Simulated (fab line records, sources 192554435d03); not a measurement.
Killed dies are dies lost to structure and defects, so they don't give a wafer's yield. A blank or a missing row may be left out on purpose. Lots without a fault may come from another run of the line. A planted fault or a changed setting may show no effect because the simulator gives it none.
Chamber matching | flow n5_finfet | N5_SDB_STRIP_21 on rie_diel-02: 4 sister chambers
The step strips in CF4. 18 wafers are shown with their chamber, then 9 later ones without.

WAFERS WITH THEIR CHAMBER
wafer  | chamber | throttle_valve_pct (%) | showerhead_plenum_p_Torr (Torr) | oes_product_au (a.u.)
L074.2 | 3       | 13.6                   | 1.84                            | 0.71
L074.3 | 1       | 14.0                   | 1.87                            | 0.75
L074.5 | 2       | 13.0                   | 1.82                            | 0.96
L075.2 | 1       | 14.0                   | 1.87                            | 0.75
L075.4 | 3       | 13.6                   | 1.84                            | 0.71
L075.6 | 3       | 13.6                   | 1.84                            | 0.70
L076.3 | 2       | 13.0                   | 1.82                            | 0.94
L076.4 | 0       | 13.2                   | 1.81                            | 0.90
L076.6 | 2       | 13.0                   | 1.82                            | 0.95
L080.4 | 2       | 13.0                   | 1.82                            | 0.92
L080.5 | 1       | 14.0                   | 1.87                            | 0.75
L080.6 | 0       | 13.2                   | 1.81                            | 0.89
L081.2 | 2       | 13.1                   | 1.81                            | 0.92
L081.3 | 0       | 13.2                   | 1.81                            | 0.88
L081.4 | 0       | 13.2                   | 1.81                            | 0.88
L082.3 | 0       | 13.2                   | 1.81                            | 0.87
L082.4 | 0       | 13.2                   | 1.81                            | 0.87
L082.6 | 2       | 13.1                   | 1.81                            | 0.91

SIGNATURES (means of the wafers above)
reading                  | chamber 0 | chamber 1 | chamber 2 | chamber 3 | scatter within a chamber
throttle_valve_pct       | 13.200    | 14.000    | 13.033    | 13.600    | 0.0309
showerhead_plenum_p_Torr | 1.8100    | 1.8700    | 1.8167    | 1.8400    | 0.00309
oes_product_au           | 0.8817    | 0.7500    | 0.9333    | 0.7067    | 0.0138
Rule: a wafer's distance from a chamber is the root of the sum, over the readings, of the square of ((its reading less the chamber's mean) divided by the reading's scatter). The wafer belongs to the nearest chamber; if the next one is less than 2 further off, it can't be placed. The scatter: the root of (the sum of the squares of (reading less its chamber's mean) over the shown wafers, divided by (wafers less chambers)).

WAFERS WITHOUT THEIR CHAMBER
wafer  | throttle_valve_pct (%) | showerhead_plenum_p_Torr (Torr) | oes_product_au (a.u.)
L084.2 | 13.0                   | 1.84                            | 0.93
L084.3 | 14.0                   | 1.86                            | 0.73
L084.6 | 13.1                   | 1.81                            | 0.89
L092.2 | 13.3                   | 1.81                            | 0.85
L092.3 | 13.1                   | 1.83                            | 0.89
L092.6 | 14.1                   | 1.86                            | 0.72
L093.2 | 14.1                   | 1.86                            | 0.72
L093.5 | 13.3                   | 1.80                            | 0.84
L093.6 | 13.1                   | 1.83                            | 0.88

WHICH CHAMBER EACH WENT THROUGH
wafer  | from the rows above     | in truth
L084.2 | 2                       | 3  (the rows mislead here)
L084.3 | 1                       | 1
L084.6 | can't be placed: 0 or 2 | 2
L092.2 | 0                       | 0
L092.3 | can't be placed: 2 or 0 | 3
L092.6 | 1                       | 1
L093.2 | 1                       | 1
L093.5 | 0                       | 0
L093.6 | can't be placed: 2 or 0 | 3
Placed correctly: 5 of 9. Can't be placed from these rows: 3 (the true chamber is among the candidates in 1). Placed wrongly: 1.
